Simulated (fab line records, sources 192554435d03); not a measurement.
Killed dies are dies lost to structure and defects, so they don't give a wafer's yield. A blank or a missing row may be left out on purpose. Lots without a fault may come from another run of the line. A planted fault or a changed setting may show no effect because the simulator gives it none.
Chamber matching | flow n5_finfet | N5_BEOL_M3_ALD_98 on ald_sin-04: 4 sister chambers
The step deposits SiO2, target thk 2.5 nm, pulse time 1 s, co reactant pulse time 1 s. 4 wafers are shown with their chamber, then 12 later ones without.

WAFERS WITH THEIR CHAMBER
wafer  | chamber | heater_power_w (W)
L085.2 | 0       | 63
L085.6 | 3       | 77
L088.1 | 1       | 76
L088.5 | 2       | 82

WAFERS WITHOUT THEIR CHAMBER
wafer  | heater_power_w (W)
L087.2 | 78
L087.4 | 65
L087.6 | 75
L089.1 | 76
L089.5 | 83
L089.6 | 77
L090.1 | 65
L090.3 | 84
L090.5 | 64
L097.1 | 64
L097.4 | 77
L097.5 | 63

WHICH CHAMBER EACH WENT THROUGH
wafer  | from the rows above     | in truth
L087.2 | can't be placed: 3 or 1 | 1
L087.4 | 0                       | 0
L087.6 | can't be placed: 1 or 3 | 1
L089.1 | can't be placed: 1 or 3 | 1
L089.5 | 2                       | 2
L089.6 | can't be placed: 3 or 1 | 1
L090.1 | 0                       | 0
L090.3 | 2                       | 2
L090.5 | 0                       | 0
L097.1 | 0                       | 0
L097.4 | can't be placed: 3 or 1 | 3
L097.5 | 0                       | 0
Placed correctly: 7 of 12. Can't be placed from these rows: 5 (the true chamber is among the candidates in 5). Placed wrongly: 0.
How it was worked out, from the rows above alone: a wafer's distance from a chamber is the root of the sum, over the readings, of the square of ((its reading less the chamber's mean) divided by the reading's scatter). The wafer belongs to the nearest chamber; if the next one is less than 2 further off, it can't be placed. A chamber's mean is the mean of its shown wafers. The scatter: with one shown wafer a chamber, the root of the mean of the squares of how far each hidden wafer lies from its nearest shown one.
